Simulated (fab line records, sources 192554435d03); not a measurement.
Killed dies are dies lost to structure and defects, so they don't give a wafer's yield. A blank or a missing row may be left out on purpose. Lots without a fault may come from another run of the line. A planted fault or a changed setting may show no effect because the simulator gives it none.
One fault seen from 2 desks | flow n5_finfet | each desk has only its own numbers; what lay behind them comes last

THE METROLOGY DESK
What the gauges read, lot by lot, whatever tool the lot ran on: means of the sampled wafers that have a number. A lot is out of limits, marked OUT, if its mean lies more than 4 standard deviations from the usual mean; the brackets give that distance. Of its 10 readings 7 are shown: those that lie furthest out on some lot.
Columns: A = DIBL_N at N5_BEOL_M4_RC_MEAS_101, usual 36.4 mV/V; B = DIBL_P at N5_BEOL_M4_RC_MEAS_101, usual 36.1 mV/V; C = IOFF_N at N5_BEOL_M4_RC_MEAS_101, usual 0.156 nA/um; D = IOFF_P at N5_BEOL_M4_RC_MEAS_101, usual 0.21 nA/um; E = SS_P at N5_BEOL_M4_RC_MEAS_101, usual 73.2 mV/dec; F = VT_N at N5_BEOL_M4_RC_MEAS_101, usual 250.0 mV; G = VT_P at N5_BEOL_M4_RC_MEAS_101, usual -250 mV
lot  | first seen here | A    | B    | C     | D    | E    | F     | G
L247 | day 7 22:36     | 36.5 | 37.6 | 0.163 | 0.21 | 73.0 | 250.6 | -251
L253 | day 8 23:57     | 37.3 | 36.2 | 0.187 | 0.28 | 73.9 | 248.5 | -243
L252 | day 9 01:47     | 35.4 | 35.1 | 0.137 | 0.21 | 73.2 | 251.8 | -248
L255 | day 9 11:13     | 37.7 | 37.9 | 0.173 | 0.21 | 72.9 | 248.8 | -249
L257 | day 10 10:08    | 36.2 | 35.8 | 0.157 | 0.21 | 73.8 | 248.8 | -251
L264 | day 11 17:59    | 35.9 | 35.4 | 0.142 | 0.20 | 72.8 | 249.2 | -249
L268 | day 13 12:59    | 36.3 | 35.5 | 0.138 | 0.19 | 72.6 | 252.9 | -254
L269 | day 14 02:38    | 36.5 | 36.7 | 0.162 | 0.21 | 73.7 | 249.9 | -252
L270 | day 14 02:44    | 35.3 | 35.0 | 0.146 | 0.18 | 73.3 | 249.4 | -254
This desk's finding: nothing out of limits on any of the 9 lots.

THE TOOL OWNER'S DESK: vapor_etch-02
The tool's own readings at N5_FIN_CUT_PRECLEAN_35 (cleans in vHF, time 13.3 s): means of the sampled wafers that have a number, for each lot that ran on this tool. A lot is out of limits, marked OUT, if its mean lies more than 4 standard deviations from the usual mean; the brackets give that distance.
Columns: A = drypump_motor_current_A at N5_FIN_CUT_PRECLEAN_35, usual 6.0 A; B = foreline_p_Torr at N5_FIN_CUT_PRECLEAN_35, usual 0.1280 Torr
lot  | first seen here | A   | B
L247 | day 2 06:46     | 5.9 | 0.1282
L252 | day 3 10:04     | 5.9 | 0.1285
L253 | day 3 16:05     | 5.9 | 0.1280
L255 | day 4 04:00     | 6.2 | 0.1282
L257 | day 4 19:02     | 6.2 | 0.1279
L268 | day 7 11:34     | 5.9 | 0.1279
L270 | day 7 21:15     | 5.9 | 0.1283
This desk's finding: nothing out of limits on any of the 7 lots.

PUT TOGETHER
The metrology desk saw nothing out of limits.
The tool owner's desk saw nothing out of limits.

WHAT THE SIMULATOR HAD PUT IN
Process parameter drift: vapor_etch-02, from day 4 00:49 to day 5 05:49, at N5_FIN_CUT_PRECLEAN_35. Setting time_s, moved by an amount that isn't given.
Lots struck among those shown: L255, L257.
